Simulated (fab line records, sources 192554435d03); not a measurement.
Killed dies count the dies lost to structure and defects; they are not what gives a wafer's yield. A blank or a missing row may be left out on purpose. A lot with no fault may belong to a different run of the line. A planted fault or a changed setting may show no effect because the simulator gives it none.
Chamber matching || flow n5Finfet || N5_HKMG_FIN_DESCUM_53 on rieDiel-01: 4 sister chambers
The step chemistry O2, time 7.9 s. 4 wafers are shown with their chamber, then 7 later ones without.

== EACH WAFER AND ITS CHAMBER ==
{"wafer": "L081.2", "chamber": 0, "drypumpMotorCurrentA (A)": 6.5}
{"wafer": "L081.5", "chamber": 1, "drypumpMotorCurrentA (A)": 5.6}
{"wafer": "L082.2", "chamber": 3, "drypumpMotorCurrentA (A)": 5.2}
{"wafer": "L082.3", "chamber": 2, "drypumpMotorCurrentA (A)": 5.0}

== WAFERS WITHOUT THEIR CHAMBER ==
{"wafer": "L082.5", "drypumpMotorCurrentA (A)": 5.0}
{"wafer": "L095.4", "drypumpMotorCurrentA (A)": 5.6}
{"wafer": "L095.5", "drypumpMotorCurrentA (A)": 5.2}
{"wafer": "L095.6", "drypumpMotorCurrentA (A)": 6.5}
{"wafer": "L097.1", "drypumpMotorCurrentA (A)": 5.7}
{"wafer": "L097.2", "drypumpMotorCurrentA (A)": 6.5}
{"wafer": "L097.5", "drypumpMotorCurrentA (A)": 6.5}

== EACH ONE'S CHAMBER ==
{"wafer": "L082.5", "from the rows above": 2, "in truth": 2}
{"wafer": "L095.4", "from the rows above": 1, "in truth": 1}
{"wafer": "L095.5", "from the rows above": 3, "in truth": 3}
{"wafer": "L095.6", "from the rows above": 0, "in truth": 0}
{"wafer": "L097.1", "from the rows above": 1, "in truth": 1}
{"wafer": "L097.2", "from the rows above": 0, "in truth": 0}
{"wafer": "L097.5", "from the rows above": 0, "in truth": 0}
7 of 7 placed correctly. Can't be placed from these rows: 0. Placed wrongly: 0.
How it was worked out, from the rows above alone: a wafer's distance from a chamber is the root of the sum, over the readings, of the square of ((its reading less the chamber's mean) divided by the reading's scatter). The wafer belongs to the nearest chamber; if the next one is less than 2 further off, it can't be placed. A chamber's mean is the mean of its shown wafers. The scatter (one wafer shown for each chamber): square how far every hidden wafer sits from the nearest shown wafer, average those squares and take the square root.
